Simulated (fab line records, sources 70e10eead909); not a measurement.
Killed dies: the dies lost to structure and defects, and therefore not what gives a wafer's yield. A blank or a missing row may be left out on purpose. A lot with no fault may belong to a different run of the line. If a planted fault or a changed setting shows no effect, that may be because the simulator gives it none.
One fault through the eyes of 3 desks -- flow nand_harc -- each desk has only its own numbers; what lay behind them comes last

== THE DEFECT DESK ==
Per lot, the means of the sampled wafers with a number show what the inspections along the route counted. A lot is out of limits, marked OUT, if its mean lies more than 4 standard deviations from the usual mean; the brackets give that distance.
Columns: A = raw_defect_count at NHARC_A_START_INSPECT_01, usual 3.7
lot,first seen here,A
L457,day 6 12:02,3.3
L459,day 7 14:21,2.3
L461,day 8 12:31,4.0
L462,day 8 16:46,6.0
L463,day 9 06:54,2.7
L466,day 10 07:37,3.3
L472,day 12 22:39,2.7
L473,day 13 11:47,3.3
L475,day 14 07:52,4.0
L477,day 15 01:28,2.7
L479,day 15 22:14,2.7
L480,day 16 02:17,4.3
Result from this desk: across the 12 lots, nothing is out of limits.

== FROM THE METROLOGY DESK ==
Lot by lot, what the gauges showed, no matter which tool ran the lot: averages of those sampled wafers that carry a number. A lot is out of limits, marked OUT, if its mean lies more than 4 standard deviations from the usual mean; the brackets give that distance.
Columns: A = thk_nm at NHARC_A_ONON_D1_THK_MEAS_11, usual 995 nm
lot,first seen here,A
L457,day 7 12:35,1012
L459,day 8 15:07,997
L461,day 9 16:56,995
L462,day 9 16:56,984
L463,day 10 07:30,620 (-38) OUT
L466,day 11 07:37,625 (-37) OUT
L472,day 13 22:55,989
L473,day 14 14:18,974
L475,day 15 08:20,985
L477,day 16 00:37,984
L479,day 16 22:52,989
L480,day 17 07:16,986
Finding of this desk: L463, L466 out of limits; the first was L463 at day 10 07:30, on thk_nm at NHARC_A_ONON_D1_THK_MEAS_11. L457, L459, L461, L462, L472, L473, L475, L477, L479, L480: within limits.

== AT THE TOOL OWNER'S DESK: pecvd_onon-01 ==
The tool's own readings at NHARC_A_ONON_D1_DEP_09 (target thk 1000 nm): means of the sampled wafers that have a number, for each lot that ran on this tool. A lot is out of limits, marked OUT, if its mean lies more than 4 standard deviations from the usual mean; the brackets give that distance.
Columns: A = n2_flow_sccm at NHARC_A_ONON_D1_DEP_09, usual 2750 sccm; B = susceptor_temp_C at NHARC_A_ONON_D1_DEP_09, usual 399.96 C
lot,first seen here,A,B
L457,day 7 12:14,2746,399.79
L459,day 8 14:35,2751,399.97
L462,day 9 16:26,2745,399.82
L463,day 10 07:02,2749,399.86
L466,day 11 07:07,2754,399.86
L473,day 14 13:47,2750,400.00
L477,day 16 00:09,2754,400.20
L479,day 16 22:21,2762,399.82
Result from this desk: across the 8 lots, nothing is out of limits.

== ALL TOGETHER ==
On L463, L466, the metrology desk was in a position to raise an alarm at day 10 07:30.
No out-of-limits result turned up at the defect desk.
The desk of the tool owner found nothing out of limits.
The defect desk has L463, L466 on record, within its limits.
On record at the tool owner's desk: L463, L466, within its limits.
The lots listed all ran NHARC_A_ONON_D1_DEP_09 on pecvd_onon-01.

== WHAT THE SIMULATOR HAD PUT IN ==
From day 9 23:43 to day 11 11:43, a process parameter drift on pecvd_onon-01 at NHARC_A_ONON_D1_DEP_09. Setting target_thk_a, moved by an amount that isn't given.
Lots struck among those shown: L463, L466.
Per desk, hours elapsed from the start of the fault to the first reading out of limits: for the metrology desk, 8.
